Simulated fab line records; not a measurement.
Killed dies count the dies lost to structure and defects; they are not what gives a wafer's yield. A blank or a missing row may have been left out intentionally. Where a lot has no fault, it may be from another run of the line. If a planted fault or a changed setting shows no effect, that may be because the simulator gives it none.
What tool caused it?	flow n5-finfet	11 lots, 31 wafers sampled, at 2 steps of a route of 1938

WHAT THE GAUGES READ, wafer by wafer
N5_BEOL_M10_INSPECT_13: inspects for defects (brightfield). Usual: raw-defect-count reads 437 (standard deviation 100).
lot	measured	on	raw-defect-count	flag
L607	day 11 19:11	defect-inspect-01	332 441 435	
L606	day 11 19:22	defect-inspect-01	484 473 424	
L610	day 11 21:25	defect-inspect-02	436 442	
L612	day 12 04:03	defect-inspect-02	484 299 514	
L613	day 12 04:20	defect-inspect-01	373 383 284	
L609	day 13 08:18	defect-inspect-01	417 563 438	
L621	day 14 20:05	defect-inspect-02	259 264 261	
L624	day 15 15:44	defect-inspect-02	492 459	
L626	day 16 03:24	defect-inspect-02	319 386 436	
L628	day 16 18:42	defect-inspect-01	458 439 486	
L627	day 16 18:56	defect-inspect-01	531 630 490	

TOOL THAT RAN EACH LOT (tool first, then ch and the chambers of the sampled wafers, then the start)
lot	N5_BEOL_M10_COAT_60
L607	litho-track-03 ch 0, day 11 18:46
L606	litho-track-05 ch 0, day 11 18:53
L610	litho-track-05 ch 0, day 11 20:59
L612	litho-track-05 ch 0, day 12 03:38
L613	litho-track-05 ch 0, day 12 03:55
L609	litho-track-05 ch 0, day 13 07:53
L621	litho-track-01 ch 0, day 14 19:47
L624	litho-track-05 ch 0, day 15 15:19
L626	litho-track-05 ch 0, day 16 03:06
L628	litho-track-05 ch 0, day 16 18:25
L627	litho-track-01 ch 0, day 16 18:31
- N5_BEOL_M10_COAT_60: time 60 s, resist thk 30 nm.

AS READ BY THE TOOLS THEMSELVES (means over the sampled wafers that have a number; for cases with no such wafer, the mark the record gives instead)
N5_BEOL_M10_COAT_60. Usual: spin-speed-rpm reads 1500.1 rpm (standard deviation 0.98).
lot	tool	spin-speed-rpm (rpm)	flag
L607	litho-track-03	1499.5	
L606	litho-track-05	1500.5	
L610	litho-track-05	1499.8	
L612	litho-track-05	1499.5	
L613	litho-track-05	1465.6	OFF
L609	litho-track-05	1465.7	OFF
L621	litho-track-01	1499.7	
L624	litho-track-05	1499.0	
L626	litho-track-05	1499.8	
L628	litho-track-05	1500.3	
L627	litho-track-01	1499.4	

THE ANSWER, worked out from the rows above alone
Rule: lot off if the mean of its wafers having a number is beyond 3 standard deviations from the usual mean. A lot without any number at a reading at which 4 lots or more have one is off too. Where the step has rows for the other lots, those lots are counted as sound. The gauges are gone through in route order, then the tools' own readings, and for those a lot's mean is taken as printed above. At the first step where some lot is off, the reading lying furthest off is the one used; lots without a number count as furthest.
Off: L613, L609, at N5_BEOL_M10_COAT_60 (spin-speed-rpm).
A tool fits if, at that step or a process step before it, it ran every lot that is off, and no sound lot after the first of them. Of those tried, none fits.

WHAT THE SIMULATOR HAD INSERTED
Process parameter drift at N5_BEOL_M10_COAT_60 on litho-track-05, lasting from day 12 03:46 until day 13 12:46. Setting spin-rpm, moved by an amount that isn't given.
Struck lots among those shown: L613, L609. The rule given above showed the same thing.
